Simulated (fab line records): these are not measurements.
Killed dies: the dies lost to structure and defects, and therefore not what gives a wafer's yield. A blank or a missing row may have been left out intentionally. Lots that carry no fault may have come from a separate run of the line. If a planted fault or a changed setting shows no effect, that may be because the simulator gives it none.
Matching of chambers | flow nand-harc | pecvd-01 running NHARC_A_M0_PRE_CLEAN_31: 3 sister chambers
The step time 12 s. 18 wafers are shown with their chamber, then 9 later ones without.

## WAFERS WITH THEIR CHAMBER
wafer  | chamber | heater-power-w (W)
L074.2 | 1       | 498
L074.3 | 0       | 651
L074.6 | 0       | 647
L075.2 | 0       | 596
L075.3 | 1       | 510
L075.5 | 0       | 595
L081.2 | 2       | 666
L081.3 | 1       | 491
L081.5 | 2       | 677
L083.1 | 1       | 500
L083.2 | 0       | 581
L083.6 | 0       | 584
L086.2 | 0       | 581
L086.5 | 1       | 558
L086.6 | 0       | 582
L088.1 | 0       | 598
L088.4 | 2       | 664
L088.6 | 1       | 536

SIGNATURES (means of the wafers above)
reading        | chamber 0 | chamber 1 | chamber 2 | scatter within a chamber
heater-power-w | 601.67    | 515.50    | 669.00    | 25.3
Rule: for a wafer and a chamber, the distance is found by dividing, reading by reading, the gap between the wafer's reading and the chamber's mean by the reading's scatter, squaring, summing and taking the root. The wafer belongs to the nearest chamber; if the next one is less than 2 further off, it can't be placed. How the scatter is found: for the shown wafers, subtract from each reading the mean of its chamber, square and add these, divide the total by (wafers less chambers), then take the root.

## WAFERS WHOSE CHAMBER IS MISSING
wafer  | heater-power-w (W)
L091.1 | 578
L091.3 | 642
L091.6 | 655
L094.1 | 590
L094.2 | 601
L094.6 | 609
L096.2 | 690
L096.3 | 592
L096.4 | 550

## WHICH CHAMBER EACH ONE RAN IN
wafer  | from the rows above     | in truth
L091.1 | can't be placed: 0 or 1 | 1
L091.3 | can't be placed: 2 or 0 | 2
L091.6 | can't be placed: 2 or 0 | 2
L094.1 | 0                       | 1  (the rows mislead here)
L094.2 | 0                       | 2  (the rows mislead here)
L094.6 | 0                       | 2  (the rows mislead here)
L096.2 | 2                       | 2
L096.3 | 0                       | 0
L096.4 | can't be placed: 1 or 0 | 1
2 of 9 placed correctly. Not placeable from these rows: 4 (in 4, the candidates include the true chamber). Number placed wrongly: 3.
